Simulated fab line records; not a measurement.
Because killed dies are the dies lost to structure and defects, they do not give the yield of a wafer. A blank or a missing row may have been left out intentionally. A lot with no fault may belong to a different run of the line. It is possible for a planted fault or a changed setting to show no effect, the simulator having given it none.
fab line records	flow n5-finfet
record lots=7	wafers=21
route steps=1938 shown ZERO_LAYER@4 PMOS_HMC_CHANNEL_EPI@63 FIN_CUT@155 DUMMY_GATE@224 SD_EPI_N@288 SD_EPI_P@295
start-h: hours from the record's opening day to when the first of the lot's shown wafers began	wait-h: how many hours have passed since the lot's step before this one	" same as the row above	L1.1+2: a row that stands for several wafers	- no value, or no start given	* or withheld: withheld	< > ~ a bound
route shown NAME@n: NAME is a module with steps in the file, n the number in the route of the first one	usual: the fault-free wafers' mean and standard deviation	same: alike in all rows	chamber/n: place in a boat	sites: per-site readings	_std_site: the standard deviation of these	_edge_site: inner sites' mean taken away from outer sites' mean	radius-mm: how far each site lies from the wafer's centre	mask NAME#n: copy n	behind: the tool/chamber that last shaped the wafer	hold: reason for holding the lot/hours on hold/outcome of the hold	device: names the non-switching transistor (n, p or np)	end of line: at the end of the route, the tests of the same wafers	for a step that has no rows: nothing shown but its recipe	killed: at the first sort, the dies lost to defects and structure; wafer yield is something else	map: per-die view of a wafer (x killed, . not killed, _ where there is no die)
set.NAME: setting as actually run; set.NAME@STEP: the setting as run at that earlier step	model.NAME: the simulator's own value behind a step, which no gauge read
lots run with intentionally changed settings; tables by step, rows by wafer
## steps
# step N5_ZERO_LAYER_PECVD_02
# recipe material=SiO2	target-thk-a=100	temp-c=400	precursor=SiH4/N2O	pressure-torr=0.75	rf-w=275	time-s=6
lot.wafer	tool	chamber	start-h	wait-h	set.time-s	model.SiO2_of_ZERO_LAYER_PECVD_02.thk-nm
L079.3	pecvd-02	0	42.28	0.0	6	9.774
L079.4	"	1	"	"	6	9.786
L079.6	"	2	"	"	6	9.912
L081.1	pecvd-03	2	54.28	0.0	5.187	8.544
L081.2	"	0	"	"	5.187	8.719
L081.4	"	0	"	"	5.187	8.843
L088.1	pecvd-03	2	96.28	0.0	6	10.1
L088.3	"	1	"	"	6.306	10.36
L088.4	"	1	"	"	6	9.93
L091.2	pecvd-01	1	114.29	0.0	6.865	11.44
L091.3	"	2	"	"	6	9.728
L091.5	"	2	"	"	6	9.803
L094.3	pecvd-01	0	132.29	0.0	6	9.938
L094.4	"	0	"	"	6	10
L094.6	"	1	"	"	6	10.32
L095.2	pecvd-01	0	138.28	0.0	6	9.755
L095.3	"	1	"	"	6.81	11.26
L095.6	"	1	"	"	6.81	11.43
L096.3	pecvd-02	2	144.28	0.0	6	9.624
L096.4	"	2	"	"	6	9.932
L096.6	"	1	"	"	6	9.56
# step N5_ZERO_LAYER_EXPOSE_08
# recipe mask-id=ZERO	na=0.55	source-shape=conventional	sigma-outer=0.8	polarization=unpolarized	defocus-nm=0	target-cd-nm=2000	dose-mj=16.2
lot.wafer	tool	chamber	start-h	wait-h	mask	set.dose-mj
L079.3	krf-scanner-02	0	42.61	-	ZERO#0	16.2
L079.4+6	"	0	"	"	ZERO#0	17.38
L081.1+2+4	krf-scanner-02	0	54.59	-	ZERO#0	16.2
L088.1	krf-scanner-01	0	96.59	-	ZERO#0	16.2
L088.3+4	"	0	"	"	ZERO#0	17.34
L091.2+5	krf-scanner-01	0	114.60	-	ZERO#0	16.2
L091.3	"	0	"	"	ZERO#0	15.29
L094.3	krf-scanner-01	0	132.61	-	ZERO#0	17.03
L094.4+6	"	0	"	"	ZERO#0	16.2
L095.2+3+6	krf-scanner-01	0	138.47	-	ZERO#0	16.2
L096.3+4+6	krf-scanner-01	0	144.48	-	ZERO#0	16.2
# step N5_ZERO_LAYER_PEB_09
# recipe peb-temp-c=withheld	peb-time-s=*
# step N5_ZERO_LAYER_DEVELOP_10
# recipe develop-time-s=60	rinse-liquid=diw	dry=air-spin	dev-temp-c=21
# step N5_ZERO_LAYER_HARDBAKE_23
# recipe temp-c=130	time-s=120
# step N5_ZERO_LAYER_CD_MEAS_11
# recipe target-cd-nm=2000	landing-energy-ev=500	detector=se-inlens
# usual cd-nm=1999.4/2.7
lot.wafer	tool	chamber	start-h	wait-h	set.dose-mj@ZERO_LAYER_EXPOSE_08	cd-nm
L079.3	cd-sem-01	0	42.78	-	16.2	2002.0
L079.4	"	0	"	"	17.38	2012.6
L079.6	"	0	"	"	17.38	2013.2
L081.1	cd-sem-01	0	54.77	-	16.2	1996.8
L081.2	"	0	"	"	16.2	2000.7
L081.4	"	0	"	"	16.2	1997.6
L088.1	cd-sem-02	0	96.77	-	16.2	1998.6
L088.3	"	0	"	"	17.34	2015.6
L088.4	"	0	"	"	17.34	2012.6
L091.2	cd-sem-02	0	114.77	-	16.2	2002.3
L091.3	"	0	"	"	15.29	1990.6
L091.5	"	0	"	"	16.2	2000.7
L094.3	cd-sem-03	0	132.77	-	17.03	2003.7
L094.4	"	0	"	"	16.2	1998.2
L094.6	"	0	"	"	16.2	1996.8
L095.2	cd-sem-02	0	138.64	-	16.2	1998.4
L095.3	"	0	"	"	16.2	1998.5
L095.6	"	0	"	"	16.2	1999.8
L096.3	cd-sem-01	0	144.64	-	16.2	1998.6
L096.4	"	0	"	"	16.2	1999.9
L096.6	"	0	"	"	16.2	1998.6
# step N5_ZERO_LAYER_DESCUM_16
# recipe chemistry=O2	time-s=7.9	source-power-w=50	bias-power-w=20	pressure-mtorr=20	rf-frequency-hz=2.712e+07	temp-c=40	o2-flow-sccm=225
lot.wafer	tool	chamber	start-h	wait-h	set.dose-mj@ZERO_LAYER_EXPOSE_08	model.ZERO_LAYER.cd-nm
L079.3	rie-diel-02	2	43.04	0.2	16.2	2002
L079.4+6	"	3	"	"	17.38	2013
L081.1	rie-diel-03	0	54.80	0.0	16.2	1997
L081.2	"	3	"	"	16.2	2001
L081.4	"	1	"	"	16.2	1998
L088.1	rie-diel-01	2	96.80	0.0	16.2	1998
L088.3	"	3	"	"	17.34	2016
L088.4	"	0	"	"	17.34	2013
L091.2	rie-diel-03	1	115.50	0.7	16.2	2002
L091.3	"	0	"	"	15.29	1991
L091.5	"	1	"	"	16.2	2000
L094.3	rie-diel-02	0	132.81	0.0	17.03	2004
L094.4	"	2	"	"	16.2	1998
L094.6	"	0	"	"	16.2	1997
L095.2+3	rie-diel-01	2,0	138.68	0.0	16.2	1998
L095.6	"	2	"	"	16.2	2000
L096.3	rie-diel-01	2	144.68	0.0	16.2	1998
L096.4	"	1	"	"	16.2	2000
L096.6	"	3	"	"	16.2	1999
# step N5_ZERO_LAYER_ETCH_17
# recipe chemistry=CF4	target=SiO2	target-depth-a=120	time-s=13.3	ion-energy-ev=350	pressure-mtorr=40	source-w=450	bias-w=215	Ar_flow_sccm=100	cf4-flow-sccm=100
lot.wafer	tool	chamber	start-h	wait-h	set.dose-mj@ZERO_LAYER_EXPOSE_08	model.ZERO_LAYER.cd-nm
L079.3	rie-diel-02	2	43.07	0.0	16.2	2002
L079.4+6	"	3	"	"	17.38	2013
L081.1	rie-diel-03	0	54.84	0.0	16.2	1997
L081.2	"	3	"	"	16.2	2001
L081.4	"	1	"	"	16.2	1998
L088.1	rie-diel-01	2	96.84	0.0	16.2	1999
L088.3	"	3	"	"	17.34	2016
L088.4	"	0	"	"	17.34	2013
L091.2	rie-diel-03	1	115.54	0.0	16.2	2002
L091.3	"	0	"	"	15.29	1991
L091.5	"	1	"	"	16.2	2000
L094.3	rie-diel-02	0	132.85	0.0	17.03	2004
L094.4	"	2	"	"	16.2	1998
L094.6	"	0	"	"	16.2	1997
L095.2+3	rie-diel-01	2,0	138.71	0.0	16.2	1998
L095.6	"	2	"	"	16.2	2000
L096.3	rie-diel-01	2	144.71	0.0	16.2	1998
L096.4	"	1	"	"	16.2	2000
L096.6	"	3	"	"	16.2	1999
# step N5_PMOS_HMC_CHANNEL_EPI_PEB_07
# recipe peb-temp-c=110	peb-time-s=60	resist=CAR-ArF-block
lot.wafer	tool	chamber	start-h	wait-h	set.peb-time-s
L079.3	litho-track-04	0	47.69	0.0	60
L079.4+6	"	0	"	"	64.94
L081.1+2	litho-track-04	0	59.14	0.1	65.16
L081.4	"	0	"	"	60
L088.1+3	litho-track-04	0	101.55	0.1	73.31
L088.4	"	0	"	"	60
L091.2+3	litho-track-03	0	119.60	0.0	65.57
L091.5	"	0	"	"	60
L094.3+4+6	litho-track-02	0	137.30	0.0	60
L095.2+6	litho-track-02	0	143.03	0.0	60
L095.3	"	0	"	"	53.11
L096.3+4+6	litho-track-02	0	149.95	0.0	60
# step N5_PMOS_HMC_CHANNEL_EPI_DEVELOP_08
# recipe develop-time-s=30	developer=TMAH	resist=CAR-ArF-block	dev-temp-c=23	rinse-liquid=diw	dry=air-spin
lot.wafer	tool	chamber	start-h	wait-h	set.develop-time-s
L079.3+4+6	litho-track-04	0	-	-	30
L081.1+4	litho-track-04	0	-	-	31.72
L081.2	"	0	"	"	30
L088.1+3	litho-track-04	0	-	-	30
L088.4	"	0	"	"	24.81
L091.2	litho-track-03	0	-	-	25.72
L091.3+5	"	0	"	"	30
L094.3+4+6	litho-track-02	0	-	-	30
L095.2+3	litho-track-02	0	-	-	30
L095.6	"	0	"	"	34.3
L096.3+4+6	litho-track-02	0	-	-	30
# step N5_PMOS_HMC_CHANNEL_EPI_CD_MEAS_09
# recipe target-cd-nm=237.4	landing-energy-ev=500	detector=se-inlens
# usual cd-nm=238.0/1.3
lot.wafer	tool	chamber	start-h	wait-h	set.peb-time-s@PMOS_HMC_CHANNEL_EPI_PEB_07	cd-nm
L079.3	cd-sem-03	0	47.76	-	60	235.7
L079.4	"	0	"	"	64.94	239.7
L079.6	"	0	"	"	64.94	240.2
L081.1	cd-sem-01	0	59.20	-	65.16	240.4
L081.2	"	0	"	"	65.16	240.7
L081.4	"	0	"	"	60	237.9
L088.1	cd-sem-02	0	101.62	-	73.31	244.8
L088.3	"	0	"	"	73.31	244.2
L088.4	"	0	"	"	60	235.1
L091.2	cd-sem-02	0	119.66	-	65.57	241.4
L091.3	"	0	"	"	65.57	241.6
L091.5	"	0	"	"	60	238.9
L094.3	cd-sem-03	0	137.37	-	60	238.7
L094.4	"	0	"	"	60	240.1
L094.6	"	0	"	"	60	238.7
L095.2	cd-sem-03	0	143.09	-	60	236.8
L095.3	"	0	"	"	53.11	233.3
L095.6	"	0	"	"	60	238.5
L096.3	cd-sem-02	0	150.02	-	60	240.3
L096.4	"	0	"	"	60	239.3
L096.6	"	0	"	"	60	239.6
# step N5_PMOS_HMC_CHANNEL_EPI_DESCUM_14
# recipe chemistry=O2	time-s=7.9	source-power-w=50	bias-power-w=20	pressure-mtorr=20	rf-frequency-hz=2.712e+07	temp-c=40	resist=CAR-ArF-block	o2-flow-sccm=225
lot.wafer	tool	chamber	start-h	wait-h	set.peb-time-s@PMOS_HMC_CHANNEL_EPI_PEB_07	model.PMOS_HMC_CHANNEL_EPI.cd-nm
L079.3	rie-diel-03	2	47.85	0.0	60	236
L079.4	"	3	"	"	64.94	239.9
L079.6	"	3	"	"	64.94	240
L081.1+2	rie-diel-02	3,0	59.42	0.2	65.16	240.3
L081.4	"	1	"	"	60	237.6
L088.1	rie-diel-02	2	101.76	0.1	73.31	244.9
L088.3	"	1	"	"	73.31	243.9
L088.4	"	0	"	"	60	235.4
L091.2	rie-diel-03	2	120.03	0.3	65.57	241.7
L091.3	"	1	"	"	65.57	241.8
L091.5	"	3	"	"	60	238.8
L094.3	rie-diel-02	0	137.45	0.0	60	238.9
L094.4	"	1	"	"	60	239.7
L094.6	"	1	"	"	60	238.5
L095.2	rie-diel-03	1	143.18	0.0	60	237.2
L095.3	"	3	"	"	53.11	232.9
L095.6	"	2	"	"	60	238.5
L096.3	rie-diel-01	1	150.10	0.0	60	240.5
L096.4	"	0	"	"	60	239.1
L096.6	"	1	"	"	60	239.5
# step N5_PMOS_HMC_CHANNEL_EPI_ETCH_32
# recipe chemistry=N2/H2	target=BARC	stop-on=SiO2	target-depth-a=858	over-etch-frac=0.3	time-s=50.3	ion-energy-ev=200	mask-material=CAR-ArF-block	pressure-mtorr=30	source-w=840	bias-w=150	n2-flow-sccm=200	h2-flow-sccm=200
lot.wafer	tool	chamber	start-h	wait-h	set.peb-time-s@PMOS_HMC_CHANNEL_EPI_PEB_07	model.PMOS_HMC_CHANNEL_EPI.cd-nm
L079.3	rie-diel-03	2	47.88	0.0	60	238.5
L079.4	"	3	"	"	64.94	244.1
L079.6	"	3	"	"	64.94	243.5
L081.1	rie-diel-02	3	59.45	0.0	65.16	243.3
L081.2	"	0	"	"	65.16	242.1
L081.4	"	1	"	"	60	241.3
L088.1	rie-diel-02	2	101.79	0.0	73.31	246.6
L088.3	"	1	"	"	73.31	246.5
L088.4	"	0	"	"	60	236.9
L091.2	rie-diel-03	2	120.06	0.0	65.57	244.1
L091.3	"	1	"	"	65.57	243
L091.5	"	3	"	"	60	242.3
L094.3	rie-diel-02	0	137.49	0.0	60	239.9
L094.4	"	1	"	"	60	242.1
L094.6	"	1	"	"	60	240.9
L095.2	rie-diel-03	1	143.21	0.0	60	238.9
L095.3	"	3	"	"	53.11	236.2
L095.6	"	2	"	"	60	241.9
L096.3	rie-diel-01	1	150.14	0.0	60	244.7
L096.4	"	0	"	"	60	241.8
L096.6	"	1	"	"	60	243.7
# step N5_FIN_CUT_COAT_19
# recipe resist=SiARC	temp-c=220	time-s=60	spin-rpm=1500	resist-thk-nm=20
lot.wafer	tool	chamber	start-h	wait-h	set.spin-rpm	model.SiARC_of_FIN_CUT_COAT_19.thk-nm
L079.3+6	litho-track-04	0	-	-	1500	20
L079.4	"	0	"	"	1585	19.4
L081.1+2+4	litho-track-05	0	-	-	1500	20
L088.1+4	litho-track-04	0	-	-	1500	20
L088.3	"	0	"	"	1561	19.6
L091.2+5	litho-track-05	0	-	-	1500	20
L091.3	"	0	"	"	1594	19.4
L094.3	litho-track-03	0	-	-	1500	20
L094.4+6	"	0	"	"	1556	19.6
L095.2+6	litho-track-05	0	-	-	1500	20
L095.3	"	0	"	"	1400	20.8
L096.3+6	litho-track-03	0	-	-	1500	20.2
L096.4	"	0	"	"	1500	20
# step N5_FIN_CUT_COAT_29
# recipe resist=underlayer	temp-c=205	time-s=60	spin-rpm=1500	resist-thk-nm=10
lot.wafer	tool	chamber	start-h	wait-h	set.spin-rpm	model.underlayer_of_FIN_CUT_COAT_29.thk-nm
L079.3+6	litho-track-04	0	-	-	1500	10
L079.4	"	0	"	"	1444	10.2
L081.1+2	litho-track-05	0	-	-	1590	9.8
L081.4	"	0	"	"	1500	10.2
L088.1+3+4	litho-track-04	0	-	-	1500	10
L091.2+3	litho-track-05	0	-	-	1392	10.4
L091.5	"	0	"	"	1500	10
L094.3+4+6	litho-track-03	0	-	-	1500	10
L095.2+6	litho-track-05	0	-	-	1625	9.6
L095.3	"	0	"	"	1500	10
L096.3+4+6	litho-track-03	0	-	-	1500	10
# step N5_FIN_CUT_COAT_02
# recipe resist=CAR-EUV	spin-rpm=1500	resist-thk-nm=30
# step N5_FIN_CUT_EBR_04
# recipe solvent=PGMEA	ebr-width-mm=1.5
# step N5_FIN_CUT_DESCUM_13
# recipe chemistry=O2	time-s=7	source-power-w=50	bias-power-w=20	pressure-mtorr=20	rf-frequency-hz=2.712e+07	temp-c=40	resist=CAR-EUV	o2-flow-sccm=225
# step N5_FIN_CUT_ETCH_30
# recipe chemistry=N2/H2	target=underlayer	target-depth-a=130	mask-material=CAR-EUV	time-s=10.4	ion-energy-ev=200	pressure-mtorr=30	source-w=840	bias-w=150	n2-flow-sccm=200	h2-flow-sccm=200	ends=cleared
lot.wafer	tool	chamber	start-h	wait-h	set.spin-rpm@FIN_CUT_COAT_29	model.etch.depth-nm	model.CAR-EUV_of_FIN_CUT_COAT_02.thk-nm
L079.3	rie-diel-02	1	57.08	0.0	1500	9.991	14.4
L079.4	"	3	"	"	1444	10.18	14.2
L079.6	"	2	"	"	1500	10.01	14.4
L081.1	rie-diel-01	1	68.73	0.0	1590	9.798	15
L081.2	"	2	"	"	1590	9.79	14.8
L081.4	"	3	"	"	1500	10.11	14.4
L088.1	rie-diel-03	1	111.66	0.0	1500	10.05	14.6
L088.3+4	"	0,2	"	"	1500	10.01	14.6
L091.2	rie-diel-01	3	129.92	0.0	1392	10.41	14
L091.3	"	0	"	"	1392	10.42	14.2
L091.5	"	2	"	"	1500	10.04	14.6
L094.3	rie-diel-01	2	146.87	0.0	1500	9.969	14.6
L094.4	"	0	"	"	1500	9.957	14.8
L094.6	"	0	"	"	1500	9.997	14.8
L095.2	rie-diel-01	1	153.43	0.0	1625	9.618	15.2
L095.3	"	3	"	"	1500	9.999	14.6
L095.6	"	0	"	"	1625	9.605	15.2
L096.3	rie-diel-01	1	160.15	0.0	1500	10	14.8
L096.4	"	3	"	"	1500	10.04	14.6
L096.6	"	0	"	"	1500	10.02	14.8
# step N5_FIN_CUT_ETCH_20
# recipe chemistry=CF4	target=SiARC	target-depth-a=260	mask-material=CAR-EUV	time-s=43.3	ion-energy-ev=80	pressure-mtorr=40	source-w=545	bias-w=36	Ar_flow_sccm=100	cf4-flow-sccm=100	ends=cleared
lot.wafer	tool	chamber	start-h	wait-h	set.spin-rpm@FIN_CUT_COAT_19	set.spin-rpm@FIN_CUT_COAT_29	model.etch.depth-nm	model.underlayer_of_FIN_CUT_COAT_29.thk-nm
L079.3	rie-diel-02	1	57.09	0.0	1500	1500	20.01	9.2
L079.4	"	3	"	"	1585	1444	19.47	9.4
L079.6	"	2	"	"	1500	1500	20.05	9.2
L081.1	rie-diel-01	1	68.75	0.0	1500	1590	20.01	9
L081.2	"	2	"	"	1500	1590	20.09	9
L081.4	"	3	"	"	1500	1500	20.09	9.4
L088.1	rie-diel-03	1	111.68	0.0	1500	1500	20.01	9.4
L088.3	"	0	"	"	1561	1500	19.64	9.2
L088.4	"	2	"	"	1500	1500	20.02	9.2
L091.2	rie-diel-01	3	129.94	0.0	1500	1392	19.95	9.6
L091.3	"	0	"	"	1594	1392	19.31	9.8
L091.5	"	2	"	"	1500	1500	19.99	9.4
L094.3	rie-diel-01	2	146.89	0.0	1500	1500	19.95	9.2
L094.4	"	0	"	"	1556	1500	19.57	9.2
L094.6	"	0	"	"	1556	1500	19.61	9.2
L095.2	rie-diel-01	1	153.45	0.0	1500	1625	20.07	8.8
L095.3	"	3	"	"	1400	1500	20.74	9.2
L095.6	"	0	"	"	1500	1625	20.03	8.8
L096.3	rie-diel-01	1	160.17	0.0	1500	1500	20.11	9.2
L096.4	"	3	"	"	1500	1500	20.09	9.4
L096.6	"	0	"	"	1500	1500	20.1	9.2
# step N5_DUMMY_GATE_COAT_28
# recipe resist=underlayer	temp-c=205	time-s=60	spin-rpm=1500	resist-thk-nm=10
lot.wafer	tool	chamber	start-h	wait-h	set.spin-rpm	model.underlayer_of_DUMMY_GATE_COAT_28.thk-nm
L079.3+4+6	litho-track-02	0	-	-	1500	10
L081.1	litho-track-03	0	-	-	1338	10.6
L081.2+4	"	0	"	"	1500	10
L088.1	litho-track-02	0	-	-	1500	10
L088.3+4	"	0	"	"	1365	10.6
L091.2	litho-track-01	0	-	-	1349	10.6
L091.3+5	"	0	"	"	1500	10
L094.3+4	litho-track-02	0	-	-	1500	10
L094.6	"	0	"	"	1639	9.6
L095.2	litho-track-02	0	-	-	1500	10
L095.3+6	"	0	"	"	1554	9.8
L096.3+4+6	litho-track-02	0	-	-	1500	10
# step N5_DUMMY_GATE_DESCUM_20
# recipe chemistry=O2	time-s=6.2	source-power-w=50	bias-power-w=20	pressure-mtorr=20	rf-frequency-hz=2.712e+07	temp-c=40	resist=CAR-EUV	o2-flow-sccm=225
lot.wafer	tool	chamber	start-h	wait-h	set.time-s	model.CAR-EUV_of_DUMMY_GATE_COAT_09.thk-nm
L079.3+4	rie-diel-01	1,0	78.14	0.0	6.2	26.4
L079.6	"	0	"	"	6.878	26.2
L081.1+4	rie-diel-03	0,1	91.05	0.0	6.2	26.4
L081.2	"	2	"	"	5.406	26.8
L088.1+4	rie-diel-02	1,2	130.30	0.2	5.001	27.2
L088.3	"	3	"	"	5.001	27
L091.2	rie-diel-02	2	153.67	0.0	7.114	26
L091.3+5	"	1,3	"	"	7.114	25.8
L094.3+6	rie-diel-03	3,0	165.78	0.5	7.571	25.8
L094.4	"	0	"	"	6.2	26.6
L095.2+3	rie-diel-02	2,1	176.49	0.4	6.2	26.4
L095.6	"	3	"	"	6.2	26.6
L096.3+4+6	rie-diel-03	1,1,3	178.59	0.0	6.2	26.6
# step N5_SD_EPI_N_EPI_21
# recipe material=Si:P	dopant=P	temp-c=680	pressure-torr=255	time-s=690
lot.wafer	tool	chamber	start-h	wait-h	set.epi-growth-time-s	model.Si-P_of_SD_EPI_N_EPI_21.thk-nm
L079.3	epi-rpcvd-04	0	82.52	0.7	628.1	55.6
L079.4	"	0	"	"	690	58.8
L079.6	"	0	"	"	690	59.6
L081.1+4	epi-rpcvd-04	0	95.04	0.1	690	58.6
L081.2	"	0	"	"	690	58.8
L088.1	epi-rpcvd-01	0	134.36	0.1	690	59
L088.3	"	0	"	"	690	59.6
L088.4	"	0	"	"	690	58.6
L091.2	epi-rpcvd-04	0	159.99	0.4	690	58.6
L091.3	"	0	"	"	690	58.2
L091.5	"	0	"	"	690	58.4
L094.3+4	epi-rpcvd-01	0	174.03	0.7	690	58.4
L094.6	"	0	"	"	626	55.2
L095.2	epi-rpcvd-01	0	181.18	0.4	644.5	56.6
L095.3	"	0	"	"	690	60
L095.6	"	0	"	"	690	59.2
L096.3+4	epi-rpcvd-03	0	184.05	1.2	690	59.2
L096.6	"	0	185.54	2.5	690	59
# step N5_SD_EPI_P_COAT_34
# recipe resist=SOC	temp-c=250	time-s=60	spin-rpm=1500	resist-thk-nm=350
lot.wafer	tool	chamber	start-h	wait-h	set.spin-rpm	model.SOC_of_SD_EPI_P_COAT_34.thk-nm
L079.3	litho-track-04	0	84.28	0.0	1500	349.8
L079.4+6	"	0	"	"	1500	349.4
L081.1	litho-track-04	0	97.44	0.0	1500	349.6
L081.2	"	0	"	"	1500	347.8
L081.4	"	0	"	"	1437	355.6
L088.1	litho-track-04	0	136.66	0.0	1500	351.4
L088.3	"	0	"	"	1500	350.8
L088.4	"	0	"	"	1500	351.2
L091.2	litho-track-02	0	162.01	0.0	1333	371.8
L091.3	"	0	"	"	1500	351.6
L091.5	"	0	"	"	1333	373
L094.3	litho-track-03	0	175.84	0.0	1500	351.4
L094.4	"	0	"	"	1362	367.2
L094.6	"	0	"	"	1500	351.6
L095.2+6	litho-track-03	0	183.20	0.0	1435	358.6
L095.3	"	0	"	"	1435	358.4
L096.3	litho-track-02	0	186.73	0.0	1500	350.8
L096.4	"	0	"	"	1500	350.2
L096.6	"	0	"	"	1500	351.4
## key
split step=N5_ZERO_LAYER_PECVD_02	setting=time-s	stated=6	by=wafer
response step=N5_ZERO_LAYER_PECVD_02	reading=model.SiO2_of_ZERO_LAYER_PECVD_02.thk-nm	change=+0.114	per=1%	r=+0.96
split step=N5_ZERO_LAYER_EXPOSE_08	setting=dose-mj	stated=16.2	by=wafer
response step=N5_ZERO_LAYER_CD_MEAS_11	reading=cd-nm	change=+1.75	per=1%	r=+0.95
response step=N5_ZERO_LAYER_DESCUM_16	reading=model.ZERO_LAYER.cd-nm	change=+1.75	per=1%	r=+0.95
response step=N5_ZERO_LAYER_ETCH_17	reading=model.ZERO_LAYER.cd-nm	change=+1.73	per=1%	r=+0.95
split step=N5_PMOS_HMC_CHANNEL_EPI_PEB_07	setting=peb-time-s	stated=60	by=wafer
response step=N5_PMOS_HMC_CHANNEL_EPI_CD_MEAS_09	reading=cd-nm	change=+0.4	per=1%	r=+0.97
response step=N5_PMOS_HMC_CHANNEL_EPI_DESCUM_14	reading=model.PMOS_HMC_CHANNEL_EPI.cd-nm	change=+0.399	per=1%	r=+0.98
response step=N5_PMOS_HMC_CHANNEL_EPI_ETCH_32	reading=model.PMOS_HMC_CHANNEL_EPI.cd-nm	change=+0.387	per=1%	r=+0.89
split step=N5_PMOS_HMC_CHANNEL_EPI_DEVELOP_08	setting=develop-time-s	stated=30	by=wafer
response none clear
split step=N5_FIN_CUT_COAT_19	setting=spin-rpm	stated=1500	by=wafer
response step=N5_FIN_CUT_COAT_19	reading=model.SiARC_of_FIN_CUT_COAT_19.thk-nm	change=-0.107	per=1%	r=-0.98
response step=N5_FIN_CUT_ETCH_20	reading=model.etch.depth-nm	change=-0.101	per=1%	r=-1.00
split step=N5_FIN_CUT_COAT_29	setting=spin-rpm	stated=1500	by=wafer
response step=N5_FIN_CUT_COAT_29	reading=model.underlayer_of_FIN_CUT_COAT_29.thk-nm	change=-0.0547	per=1%	r=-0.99
response step=N5_FIN_CUT_ETCH_30	reading=model.etch.depth-nm	change=-0.0494	per=1%	r=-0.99
response step=N5_FIN_CUT_ETCH_30	reading=model.CAR-EUV_of_FIN_CUT_COAT_02.thk-nm	change=+0.0721	per=1%	r=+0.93
response step=N5_FIN_CUT_ETCH_20	reading=model.underlayer_of_FIN_CUT_COAT_29.thk-nm	change=-0.0505	per=1%	r=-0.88
split step=N5_DUMMY_GATE_COAT_28	setting=spin-rpm	stated=1500	by=wafer
response step=N5_DUMMY_GATE_COAT_28	reading=model.underlayer_of_DUMMY_GATE_COAT_28.thk-nm	change=-0.0562	per=1%	r=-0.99
split step=N5_DUMMY_GATE_DESCUM_20	setting=time-s	stated=6.2	by=wafer
response step=N5_DUMMY_GATE_DESCUM_20	reading=model.CAR-EUV_of_DUMMY_GATE_COAT_09.thk-nm	change=-0.0324	per=1%	r=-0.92
split step=N5_SD_EPI_N_EPI_21	setting=epi-growth-time-s	stated=690	by=wafer
response step=N5_SD_EPI_N_EPI_21	reading=model.Si-P_of_SD_EPI_N_EPI_21.thk-nm	change=+0.389	per=1%	r=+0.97
split step=N5_SD_EPI_P_COAT_34	setting=spin-rpm	stated=1500	by=wafer
response step=N5_SD_EPI_P_COAT_34	reading=model.SOC_of_SD_EPI_P_COAT_34.thk-nm	change=-1.79	per=1%	r=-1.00
